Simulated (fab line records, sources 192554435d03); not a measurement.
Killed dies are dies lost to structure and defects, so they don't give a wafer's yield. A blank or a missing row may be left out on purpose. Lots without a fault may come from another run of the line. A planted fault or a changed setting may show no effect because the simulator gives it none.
Which tool did it? | flow n5_finfet | 12 lots, 36 wafers sampled, at 2 steps of a route of 1938

WHAT THE GAUGES READ, wafer by wafer
N5_BEOL_M8_OVL_MEAS_29.
lot  | measured     | on         | V7_OVL (nm)
L076 | day 12 10:38 | overlay-01 | 0.1 -0.5 -1.1
L078 | day 12 17:26 | overlay-01 | 1.0 0.0 -0.5
L079 | day 13 06:10 | overlay-01 | -0.2 0.4 1.0
L084 | day 14 09:10 | overlay-01 | -0.4 -0.5 0.5
L080 | day 15 01:03 | overlay-01 | 0.4 -0.2 0.8
L087 | day 15 05:26 | overlay-02 | -0.8 0.2 0.6
L088 | day 15 20:17 | overlay-01 | 0.0 0.0 0.0
L089 | day 16 18:44 | overlay-02 | 0.6 -0.8 0.2
L093 | day 16 23:50 | overlay-02 | 0.9 0.2 -0.7
L086 | day 17 04:14 | overlay-02 | 0.2 0.4 0.3
L094 | day 17 19:16 | overlay-02 | -0.6 -1.3 -1.0
L097 | day 18 01:14 | overlay-02 | 0.4 1.1 -0.3

WHICH TOOL RAN EACH LOT (tool, then ch and the chambers of the sampled wafers, then the start)
lot  | N5_BEOL_M8_HM_OPEN_17
L076 | rie_metal-02 ch 0,1, day 12 09:41
L078 | rie_metal-03 ch 0,1, day 12 15:19
L079 | rie_metal-02 ch 0,1, day 13 05:22
L084 | rie_metal-01 ch 0, day 14 08:25
L080 | rie_metal-01 ch 0,1, day 14 23:10
L087 | rie_metal-01 ch 0,1, day 15 03:32
L088 | rie_metal-01 ch 0,1, day 15 16:05
L089 | rie_metal-03 ch 0,1, day 16 16:01
L093 | rie_metal-02 ch 0,1, day 16 22:43
L086 | rie_metal-02 ch 0,1, day 17 01:50
L094 | rie_metal-03 ch 0,1, day 17 18:04
L097 | rie_metal-01 ch 0,1, day 17 22:54
- N5_BEOL_M8_HM_OPEN_17: chemistry Cl2/BCl3, target TiN, target depth 20 nm, overetch 6 nm.

THE ANSWER, worked out from the rows above alone
Rule: what is usual is taken from the lots themselves. Put in order of their means at a reading, lots are off if they are a third of the lots or fewer, leave a main group of 4 or more, and stand apart from it by a gap of 3 or more times the standard deviation of the main group's means; of several such gaps the widest counts. A main group whose means are all the same, to the digits that the tables above print for the reading, isn't used. A lot without any number at a reading at which 4 lots or more have one is off too. The other lots that the step has rows for count as sound.
No lot is off at any reading shown: from this, nothing can be told.

WHAT THE SIMULATOR HAD PUT IN
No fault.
